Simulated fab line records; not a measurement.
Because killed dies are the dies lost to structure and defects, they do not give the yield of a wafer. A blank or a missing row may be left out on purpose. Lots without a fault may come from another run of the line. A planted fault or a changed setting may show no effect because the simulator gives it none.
fab line records	flow n5-finfet
[record] lots = 7	wafers = 21
route steps=1938 shown BEOL_M14@1742 MIM_BOT_ETCH@1866 PASS1_CAP@1873 TV_LITHO@1875 TV_OPEN@1887 PAD_METAL@1896
start-h: the number of hours between the record's first day and the start of the first shown wafer of the lot	wait-h: how many hours have passed since the lot's step before this one	" repeats the value in the row above	L1.1+2: a row that stands for several wafers	- no value present, or no start provided	* or withheld: withheld	< > ~ a bound
route shown NAME@n: names a module that has steps shown in the file, with the first one's number in the route	usual: average and standard deviation across the fault-free wafers	same: alike in all rows	chamber/n: place in a boat	sites: per-site readings	_std_site: how widely they spread, as a standard deviation	_edge_site: the outer-site mean with the inner-site mean subtracted	radius-mm: for every site, how far away it sits from the centre of the wafer	mask NAME#n: copy n	behind: the tool/chamber that last shaped the wafer	hold: why the lot went on hold/how many hours it stayed there/how the hold came to an end	device: the transistor (n, p or np) that didn't switch	end of line: the tests these same wafers got at the end of their route	for a step that has no rows: nothing shown but its recipe	killed: at the first sort, the dies lost to defects and structure; wafer yield is something else	map: a wafer's dies, marking killed ones x, the rest . and places with no die _
set.NAME: the setting that was run; set.NAME@STEP: the one run at that earlier step	model.NAME: the simulator's own value behind a step, which no gauge read
lots run with intentionally changed settings; tables by step, rows by wafer
[[steps]]
[step N5_BEOL_M14_EXPOSE_25]
[recipe] mask-id = M14	na = 0.8	source-shape = annular	sigma-inner = 0.5	sigma-outer = 0.8	polarization = unpolarized	target-cd-nm = 280	dose-mj = 26.6
lot.wafer	tool	chamber	start-h	wait-h	mask	set.dose-mj
L074.2+4+6	krf-scanner-02	0	243.33	-	M14#0	26.6
L080.2+5	krf-scanner-02	0	280.43	-	M14#0	26.6
L080.6	"	0	"	"	M14#0	27.91
L081.1+3+5	krf-scanner-02	0	300.54	-	M14#0	26.6
L084.2+3+4	krf-scanner-01	0	316.08	-	M14#0	26.6
L085.1	krf-scanner-01	0	322.80	-	M14#0	26.6
L085.2+3	"	0	"	"	M14#0	27.8
L089.1	krf-scanner-01	0	352.23	-	M14#0	26.6
L089.4+6	"	0	"	"	M14#0	24.82
L094.1+2+6	krf-scanner-02	0	384.53	-	M14#0	26.6
[step N5_BEOL_M14_PEB_26]
[recipe] peb-temp-c = 130	peb-time-s = 90
[step N5_BEOL_M14_DEVELOP_27]
[recipe] develop-time-s = 45	rinse-liquid = diw	dry = air-spin	dev-temp-c = 21
[step N5_BEOL_M14_HARDBAKE_32]
[recipe] temp-c = 130	time-s = 120
[step N5_BEOL_M14_CD_MEAS_28]
[recipe] target-cd-nm = 284.4	landing-energy-ev = 500	detector = se-inlens
[usual] cd-nm = 283.8/1.9
lot.wafer	tool	chamber	start-h	wait-h	set.dose-mj@BEOL_M14_EXPOSE_25	cd-nm
L074.2	cd-sem-01	0	243.50	-	26.6	284.5
L074.4	"	0	"	"	26.6	283.5
L074.6	"	0	"	"	26.6	284.4
L080.2	cd-sem-02	0	280.60	-	26.6	283.5
L080.5	"	0	"	"	26.6	283.7
L080.6	"	0	"	"	27.91	289.2
L081.1	cd-sem-01	0	300.71	-	26.6	284.2
L081.3	"	0	"	"	26.6	282.4
L081.5	"	0	"	"	26.6	284.3
L084.2	cd-sem-02	0	316.25	-	26.6	286.8
L084.3	"	0	"	"	26.6	283.8
L084.4	"	0	"	"	26.6	287.1
L085.1	cd-sem-02	0	322.97	-	26.6	281.5
L085.2	"	0	"	"	27.8	290.5
L085.3	"	0	"	"	27.8	290.8
L089.1	cd-sem-02	0	352.40	-	26.6	284.7
L089.4	"	0	"	"	24.82	272.8
L089.6	"	0	"	"	24.82	273.6
L094.1	cd-sem-01	0	384.70	-	26.6	282.7
L094.2	"	0	"	"	26.6	283.9
L094.6	"	0	"	"	26.6	284.6
[step N5_BEOL_M14_DESCUM_33]
[recipe] chemistry = O2	time-s = 7.9	source-power-w = 50	bias-power-w = 20	pressure-mtorr = 20	rf-frequency-hz = 2.712e+07	temp-c = 40	o2-flow-sccm = 225
lot.wafer	tool	chamber	start-h	wait-h	set.dose-mj@BEOL_M14_EXPOSE_25	model.BEOL_M14.cd-nm
L074.2+6	rie-diel-03	2	244.03	0.5	26.6	284.6
L074.4	"	0	"	"	26.6	283.4
L080.2	rie-diel-04	0	280.68	0.0	26.6	283.6
L080.5	"	2	"	"	26.6	283.8
L080.6	"	3	"	"	27.91	288.8
L081.1+5	rie-diel-03	3,0	300.80	0.0	26.6	284
L081.3	"	1	"	"	26.6	282.4
L084.2	rie-diel-04	2	316.33	0.0	26.6	286.8
L084.3	"	3	"	"	26.6	283.6
L084.4	"	0	"	"	26.6	287
L085.1	rie-diel-04	2	323.11	0.1	26.6	281.6
L085.2+3	"	0,3	"	"	27.8	290.4
L089.1	rie-diel-03	1	353.91	1.5	26.6	284.8
L089.4	"	2	"	"	24.82	272.8
L089.6	"	1	"	"	24.82	273.6
L094.1	rie-diel-02	0	384.99	0.2	26.6	282.6
L094.2	"	1	"	"	26.6	283.8
L094.6	"	0	"	"	26.6	284.8
[step N5_BEOL_M14_ETCH_67]
[recipe] chemistry = CF4	target = SiARC	target-depth-a = 1430	time-s = 238.3	ion-energy-ev = 80	pressure-mtorr = 40	source-w = 545	bias-w = 36	Ar_flow_sccm = 100	cf4-flow-sccm = 100	ends = cleared
[step N5_BEOL_M14_ETCH_68]
[recipe] chemistry = N2/H2	target = SOC	mask-material = SiARC	source-w = 3000	bias-w = 350	temp-c = 40	time-s = 450	ion-energy-ev = 200	pressure-mtorr = 30	n2-flow-sccm = 200	h2-flow-sccm = 200
lot.wafer	tool	chamber	start-h	wait-h	set.dose-mj@BEOL_M14_EXPOSE_25	model.BEOL_M14.cd-nm
L074.2	rie-diel-03	2	244.22	0.1	26.6	277.2
L074.4	"	0	"	"	26.6	278.2
L074.6	"	2	"	"	26.6	277
L080.2	rie-diel-04	0	280.87	0.1	26.6	279.6
L080.5	"	2	"	"	26.6	279
L080.6	"	3	"	"	27.91	283
L081.1	rie-diel-03	3	300.98	0.1	26.6	278.4
L081.3	"	1	"	"	26.6	277.8
L081.5	"	0	"	"	26.6	278.2
L084.2	rie-diel-04	2	316.51	0.1	26.6	281
L084.3	"	3	"	"	26.6	279
L084.4	"	0	"	"	26.6	282
L085.1	rie-diel-04	2	323.29	0.1	26.6	275.2
L085.2	"	0	"	"	27.8	286
L085.3	"	3	"	"	27.8	285.6
L089.1	rie-diel-03	1	354.09	0.1	26.6	280.8
L089.4	"	2	"	"	24.82	266.8
L089.6	"	1	"	"	24.82	269.4
L094.1	rie-diel-02	0	385.17	0.1	26.6	279.2
L094.2	"	1	"	"	26.6	281.6
L094.6	"	0	"	"	26.6	280.6
[step N5_BEOL_M14_TRENCH_ETCH_34]
[recipe] chemistry = C4F8/O2/Ar	target = SiO2	target-depth-a = 5566.5	mask-material = SOC	he-inner-torr = 15	he-outer-torr = 30	time-s = 126.9	ion-energy-ev = 800	pressure-mtorr = 20	source-w = 1905	bias-w = 2040	Ar_flow_sccm = 400	C4F8_flow_sccm = 16	O2_flow_sccm = 12
lot.wafer	tool	chamber	start-h	wait-h	set.time-s	model.etch.depth-nm
L074.2	rie-diel-03	2	244.49	0.0	108.2	479.8
L074.4	"	0	"	"	126.9	566
L074.6	"	2	"	"	108.2	474.4
L080.2	rie-diel-04	0	281.14	0.0	126.9	556
L080.5	"	2	"	"	109	464.2
L080.6	"	3	"	"	126.9	547.2
L081.1	rie-diel-03	3	301.26	0.0	126.9	566.3
L081.3	"	1	"	"	103.4	447.7
L081.5	"	0	"	"	103.4	461.9
L084.2	rie-diel-04	2	316.79	0.0	126.9	540.8
L084.3	"	3	"	"	126.9	555.5
L084.4	"	0	"	"	126.9	557.3
L085.1	rie-diel-04	2	323.57	0.0	126.9	531.8
L085.2	"	0	"	"	126.9	554
L085.3	"	3	"	"	106.7	460.2
L089.1	rie-diel-03	1	354.36	0.0	136.1	584.3
L089.4	"	2	"	"	126.9	558.4
L089.6	"	1	"	"	126.9	547.3
L094.1	rie-diel-02	0	385.44	0.0	126.9	535
L094.2	"	1	"	"	126.9	536
L094.6	"	0	"	"	126.9	530.9
[step N5_BEOL_M14_STRIP_70]
[recipe] chemistry = C4F8/O2/Ar	resist = SiARC	rf-frequency-hz = 6e+07
[step N5_BEOL_M14_OCD_MEAS_35]
[usual] trench-depth-nm = 554/14
lot.wafer	tool	chamber	start-h	wait-h	set.time-s@BEOL_M14_TRENCH_ETCH_34	trench-depth-nm
L074.2	ocd-01	-	244.65	0.0	108.2	480
L074.4	"	-	"	"	126.9	566
L074.6	"	-	"	"	108.2	474
L080.2	ocd-01	-	281.30	0.0	126.9	556
L080.5	"	-	"	"	109	464
L080.6	"	-	"	"	126.9	548
L081.1	ocd-02	-	301.41	0.0	126.9	566
L081.3	"	-	"	"	103.4	448
L081.5	"	-	"	"	103.4	462
L084.2	ocd-01	-	316.94	0.0	126.9	541
L084.3	"	-	"	"	126.9	556
L084.4	"	-	"	"	126.9	557
L085.1	ocd-02	-	323.72	0.0	126.9	532
L085.2	"	-	"	"	126.9	554
L085.3	"	-	"	"	106.7	460
L089.1	ocd-01	-	354.53	0.0	136.1	585
L089.4	"	-	"	"	126.9	558
L089.6	"	-	"	"	126.9	548
L094.1	ocd-01	-	385.60	0.0	126.9	534
L094.2	"	-	"	"	126.9	536
L094.6	"	-	"	"	126.9	530
[step N5_BEOL_M14_SPUTTER_45]
[recipe] material = Cu	target-thk-a = 1000	temp-c = -20	bias-v = 60	power-w = 26000	chamber-pressure-pa = 0.13	time-s = 16.67
lot.wafer	tool	chamber	start-h	wait-h	set.time-s
L074.2+4	pvd-sputter-01	-	249.82	0.0	16.67
L074.6	"	-	"	"	17.31
L080.2+5	pvd-sputter-02	-	282.42	0.0	16.67
L080.6	"	-	"	"	18.85
L081.1+5	pvd-sputter-02	-	302.93	0.0	17.64
L081.3	"	-	"	"	16.67
L084.2+3	pvd-sputter-03	-	319.17	0.0	16.67
L084.4	"	-	"	"	18.47
L085.1+3	pvd-sputter-02	-	330.33	0.0	16.67
L085.2	"	-	"	"	14.99
L089.1+6	pvd-sputter-03	-	355.41	0.0	14.41
L089.4	"	-	"	"	16.67
L094.1+2+6	pvd-sputter-01	-	386.62	0.0	16.67
[step N5_BEOL_M14_ECD_47]
[recipe] material = Cu	target-thk-a = 12480
[step N5_BEOL_M14_ANNEAL_48]
[recipe] temp-c = 225	time-s = 90	ambient = N2
[step N5_BEOL_M14_CMP_49]
[recipe] stop-on = SiO2	t-overpolish-s = 5.2	down-force-psi = 2	platen-rpm = 80	clearing-platen-down-force-psi = 2	clearing-platen-rpm = 80	post-cmp-clean = cu-alkaline	target-thk-nm = 560	clearing-platen-pad-velocity-m-s = 1.5917	pad-velocity-m-s = 1.5917
lot.wafer	tool	chamber	start-h	wait-h	set.time-s@BEOL_M14_TRENCH_ETCH_34	model.Cu_of_BEOL_M14_ECD_47.thk-nm
L074.4	cmp-01	2	250.48	0.1	126.9	568.8
L074.2	"	0	"	"	108.2	484
L074.6	"	2	"	"	108.2	-
L080.2	cmp-01	3	283.10	0.3	126.9	559.6
L080.5	"	1	"	"	109	466.8
L080.6	"	2	"	"	126.9	-
L081.1	cmp-03	2	303.57	0.3	126.9	-
L081.3	"	0	"	"	103.4	452.2
L081.5	"	2	"	"	103.4	-
L084.2	cmp-02	0	319.77	0.2	126.9	545
L084.3	"	2	"	"	126.9	560.8
L084.4	"	3	"	"	126.9	-
L085.1	cmp-01	3	330.97	0.3	126.9	535.8
L085.3	"	0	"	"	106.7	464.4
L085.2	"	1	"	"	126.9	-
L089.4	cmp-03	3	356.09	0.2	126.9	561.2
L089.1	"	0	"	"	136.1	-
L089.6	"	2	"	"	126.9	-
L094.1	cmp-02	0	387.45	0.3	126.9	537.8
L094.2	"	2	"	"	126.9	539.6
L094.6	"	3	"	"	126.9	532
[step N5_BEOL_M14_DEP_53]
[recipe] material = SiCN	target-thk-a = 500	temp-c = withheld	precursor = 3MS/NH3	pressure-torr = 3	rf-w = 675	time-s = 17.8
lot.wafer	tool	chamber	start-h	wait-h	set.time-s	model.SiCN_of_BEOL_M14_DEP_53.thk-nm
L074.2+6	pecvd-04	0,1	250.84	0.0	17.8	50
L074.4	"	0	"	"	17.8	50.8
L080.2	pecvd-02	2	283.38	0.0	19.77	55
L080.5	"	2	"	"	17.8	50.6
L080.6	"	0	"	"	17.8	50
L081.1	pecvd-03	2	303.89	0.0	17.8	49.4
L081.3	"	1	"	"	16.48	45.6
L081.5	"	1	"	"	16.48	46.6
L084.2	pecvd-04	0	320.14	0.0	17.8	49.4
L084.3	"	2	"	"	16.03	46.2
L084.4	"	0	"	"	16.03	45.6
L085.1	pecvd-03	0	331.33	0.0	16.65	47
L085.2	"	2	"	"	17.8	49.8
L085.3	"	0	"	"	17.8	51
L089.1	pecvd-03	1	356.37	0.0	17.8	49.2
L089.4+6	"	0,1	"	"	20.36	57.4
L094.1	pecvd-04	1	387.77	0.0	17.8	48.8
L094.2+6	"	0	"	"	17.8	50.4
[step N5_BEOL_M14_RS_MEAS_54]
[recipe] thk-meas-gauge = four-point-probe	reads = Cu_of_BEOL_M14_ECD_47+Ta_of_BEOL_M14_SPUTTER_44+TaN_of_BEOL_M14_SPUTTER_43
[usual] M14_RS = 0.0334/0.00086
lot.wafer	tool	chamber	start-h	wait-h	set.time-s@BEOL_M14_TRENCH_ETCH_34	M14_RS[ohm/sq]
L074.2	film-metro-02	-	250.90	0.1	108.2	0.0385
L074.4	"	-	"	"	126.9	0.0327
L074.6	"	-	"	"	108.2	0.0391
L080.2	film-metro-01	-	283.45	0.1	126.9	0.0332
L080.5	"	-	"	"	109	0.0401
L080.6	"	-	"	"	126.9	0.0338
L081.1	film-metro-01	-	303.95	0.0	126.9	0.0326
L081.3	"	-	"	"	103.4	0.0414
L081.5	"	-	"	"	103.4	0.0402
L084.2	film-metro-01	-	320.23	0.1	126.9	0.0341
L084.3	"	-	"	"	126.9	0.0331
L084.4	"	-	"	"	126.9	0.0331
L085.1	film-metro-02	-	331.41	0.1	126.9	0.0348
L085.2	"	-	"	"	126.9	0.0332
L085.3	"	-	"	"	106.7	0.0402
L089.1	film-metro-01	-	356.44	0.0	136.1	0.0317
L089.4	"	-	"	"	126.9	0.0331
L089.6	"	-	"	"	126.9	0.0338
L094.1	film-metro-01	-	387.84	0.0	126.9	0.0346
L094.2	"	-	"	"	126.9	0.0345
L094.6	"	-	"	"	126.9	0.0350
[step N5_MIM_BOT_ETCH_ETCH_04]
[recipe] chemistry = CF4/O2	target = SiNx	target-depth-a = 260	time-s = 13	ion-energy-ev = 100	pressure-mtorr = 40	source-w = 535	bias-w = 49	Ar_flow_sccm = 100	cf4-flow-sccm = 100	O2_flow_sccm = 10
lot.wafer	tool	chamber	start-h	wait-h	set.time-s	model.etch.depth-nm
L074.2	rie-diel-04	0	263.99	0.0	13	26.47
L074.4	"	1	"	"	13	27.21
L074.6	"	3	"	"	13	25.94
L080.2	rie-diel-02	3	301.01	0.0	11.19	22.99
L080.5	"	2	"	"	11.19	22.25
L080.6	"	1	"	"	11.19	21.66
L081.1	rie-diel-02	3	315.32	0.0	13	26.74
L081.3	"	2	"	"	11.66	23.17
L081.5	"	2	"	"	13	25.88
L084.2	rie-diel-02	1	331.08	0.0	13	24.84
L084.3	"	0	"	"	12.16	23.58
L084.4	"	2	"	"	13	25.82
L085.1	rie-diel-04	1	343.29	0.0	15.32	32.23
L085.2	"	0	"	"	15.32	31.12
L085.3	"	2	"	"	13	25.25
L089.1	rie-diel-04	0	365.96	0.0	13	25.89
L089.4	"	1	"	"	13	26.84
L089.6	"	0	"	"	13	25.76
L094.1+6	rie-diel-04	3	399.22	0.0	13	25.62
L094.2	"	2	"	"	13	25.26
[step N5_PASSIVATION_PECVD_55]
[recipe] material = SiO2	target-thk-a = 4000	temp-c = 400	precursor = SiH4/N2O	pressure-torr = 2.7	rf-w = 608	time-s = 22.5
lot.wafer	tool	chamber	start-h	wait-h	set.time-s	model.SiO2_of_PASSIVATION_PECVD_55.thk-nm
L074.2	pecvd-02	1	264.82	0.0	22.5	403.8
L074.4	"	1	"	"	22.5	410.4
L074.6	"	2	"	"	22.5	413.6
L080.2	pecvd-03	1	301.83	0.0	22.5	397
L080.5	"	2	"	"	22.5	391
L080.6	"	1	"	"	23.37	413.2
L081.1	pecvd-04	2	316.14	0.0	25.35	448.2
L081.3	"	2	"	"	25.35	457.4
L081.5	"	2	"	"	22.5	403.6
L084.2	pecvd-02	2	332.03	0.0	22.5	399.4
L084.3	"	0	"	"	22.5	401.6
L084.4	"	2	"	"	22.5	407.4
L085.1	pecvd-02	2	344.11	0.0	22.5	402.2
L085.2	"	0	"	"	22.5	405.4
L085.3	"	1	"	"	24.83	451.4
L089.1	pecvd-03	1	366.82	0.0	23.81	421.2
L089.4	"	1	"	"	23.81	424.8
L089.6	"	0	"	"	22.5	397
L094.1	pecvd-02	0	400.12	0.0	22.5	395.4
L094.2	"	1	"	"	22.5	398.2
L094.6	"	0	"	"	22.5	406.6
[step N5_PASSIVATION_PECVD_01]
[recipe] material = SiNx	target-thk-a = 2000	temp-c = 400	precursor = SiH4/NH3/N2	pressure-torr = 4.9	rf-w = 1406	time-s = 43.2
[step N5_PASSIVATION_HMDS_03]
[recipe] time-s = 60	temp-c = 120
[step N5_PASSIVATION_DESCUM_12]
[recipe] chemistry = O2	time-s = 7.9	source-power-w = 50	bias-power-w = 20	pressure-mtorr = 20	rf-frequency-hz = 2.712e+07	temp-c = 40	o2-flow-sccm = 225
[step N5_PASSIVATION_PASS_ETCH_74]
[recipe] chemistry = CF4/O2	target = SiNx	target-depth-a = 2200	time-s = 110	ion-energy-ev = 100	pressure-mtorr = 40	source-w = 535	bias-w = 49	Ar_flow_sccm = 100	cf4-flow-sccm = 100	O2_flow_sccm = 10
[step N5_PASSIVATION_VIA_ETCH_13]
[recipe] chemistry = CHF3/O2	target = SiO2	target-depth-a = 6600	CHF3_flow_sccm = 50	O2_flow_sccm = 5	Ar_flow_sccm = 200	time-s = 330	mask-material = PR	pressure-mtorr = 30	source-w = 650	bias-w = 170	ion-energy-ev = 200	ends = cleared
[usual] etch-rf-on-time-s = 237/5.2
lot.wafer	tool	chamber	start-h	wait-h	set.time-s@PASSIVATION_PECVD_55	etch-rf-on-time-s
L074.2	rie-diel-06	0	265.95	0.0	22.5	235
L074.4	"	1	"	"	22.5	240
L074.6	"	1	"	"	22.5	245
L080.2	rie-diel-06	2	302.76	0.0	22.5	240
L080.5	"	3	"	"	22.5	230
L080.6	"	2	"	"	23.37	252
L081.1	rie-diel-01	2	319.24	0.0	25.35	267
L081.3	"	1	"	"	25.35	267
L081.5	"	0	"	"	22.5	240
L084.2	rie-diel-01	2	334.72	0.0	22.5	239
L084.3	"	0	"	"	22.5	237
L084.4	"	3	"	"	22.5	244
L085.1	rie-diel-05	1	344.99	0.0	22.5	236
L085.2	"	0	"	"	22.5	242
L085.3	"	3	"	"	24.83	275
L089.1	rie-diel-01	1	367.65	0.0	23.81	240
L089.4	"	0	"	"	23.81	250
L089.6	"	2	"	"	22.5	235
L094.1	rie-diel-06	3	402.65	0.0	22.5	237
L094.2	"	1	"	"	22.5	234
L094.6	"	3	"	"	22.5	242
[step N5_PASSIVATION_AL_DEP_21]
[recipe] material = Al	target-thk-a = 28000	temp-c = 400	time-s = 170	power-w = 30000	chamber-pressure-pa = 0.4	gas = Ar
lot.wafer	tool	chamber	start-h	wait-h	set.time-s	model.Al_of_PASSIVATION_AL_DEP_21.thk-nm
L074.2	pvd-sputter-03	-	266.56	0.1	192.6	3143
L074.4	"	-	"	"	170	2784
L074.6	"	-	"	"	192.6	3103
L080.2	pvd-sputter-03	-	305.26	0.1	170	2809
L080.5	"	-	"	"	151.8	2468
L080.6	"	-	"	"	170	2763
L081.1	pvd-sputter-02	-	320.21	0.1	186.5	3004
L081.3	"	-	"	"	170	2771
L081.5	"	-	"	"	186.5	3017
L084.2	pvd-sputter-03	-	336.35	0.1	178.1	2949
L084.3	"	-	"	"	178.1	2932
L084.4	"	-	"	"	170	2783
L085.1	pvd-sputter-03	-	345.95	0.1	170	2795
L085.2	"	-	"	"	146.2	2427
L085.3	"	-	"	"	170	2755
L089.1	pvd-sputter-01	-	368.25	0.1	170	2843
L089.4	"	-	"	"	150.8	2540
L089.6	"	-	"	"	150.8	2519
L094.1	pvd-sputter-01	-	403.67	0.1	170	2751
L094.2	"	-	"	"	170	2792
L094.6	"	-	"	"	170	2750
[[key]]
[split] step = N5_BEOL_M14_EXPOSE_25	setting = dose-mj	stated = 26.6	by = wafer
[response] step = N5_BEOL_M14_CD_MEAS_28	reading = cd-nm	change = +1.63	per = 1%	r = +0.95
[response] step = N5_BEOL_M14_DESCUM_33	reading = model.BEOL_M14.cd-nm	change = +1.59	per = 1%	r = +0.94
[response] step = N5_BEOL_M14_ETCH_68	reading = model.BEOL_M14.cd-nm	change = +1.69	per = 1%	r = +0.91
[split] step = N5_BEOL_M14_TRENCH_ETCH_34	setting = time-s	stated = 126.9	by = wafer
[response] step = N5_BEOL_M14_TRENCH_ETCH_34	reading = model.etch.depth-nm	change = +5.78	per = 1%	r = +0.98
[response] step = N5_BEOL_M14_OCD_MEAS_35	reading = trench-depth-nm	change = +5.78	per = 1%	r = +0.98
[response] step = N5_BEOL_M14_CMP_49	reading = model.Cu_of_BEOL_M14_ECD_47.thk-nm	change = +5.52	per = 1%	r = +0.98
[response] step = N5_BEOL_M14_RS_MEAS_54	reading = M14_RS	change = -0.000418	per = 1%	r = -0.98
[split] step = N5_BEOL_M14_SPUTTER_45	setting = time-s	stated = 16.67	by = wafer
response none clear
[split] step = N5_BEOL_M14_DEP_53	setting = time-s	stated = 17.8	by = wafer
[response] step = N5_BEOL_M14_DEP_53	reading = model.SiCN_of_BEOL_M14_DEP_53.thk-nm	change = +0.479	per = 1%	r = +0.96
[split] step = N5_MIM_BOT_ETCH_ETCH_04	setting = time-s	stated = 13	by = wafer
[response] step = N5_MIM_BOT_ETCH_ETCH_04	reading = model.etch.depth-nm	change = +0.34	per = 1%	r = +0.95
[split] step = N5_PASSIVATION_PECVD_55	setting = time-s	stated = 22.5	by = wafer
[response] step = N5_PASSIVATION_PECVD_55	reading = model.SiO2_of_PASSIVATION_PECVD_55.thk-nm	change = +4.24	per = 1%	r = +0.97
[response] step = N5_PASSIVATION_VIA_ETCH_13	reading = etch-rf-on-time-s	change = *	per = 1%	r = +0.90
[split] step = N5_PASSIVATION_AL_DEP_21	setting = time-s	stated = 170	by = wafer
[response] step = N5_PASSIVATION_AL_DEP_21	reading = model.Al_of_PASSIVATION_AL_DEP_21.thk-nm	change = +26.5	per = 1%	r = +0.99
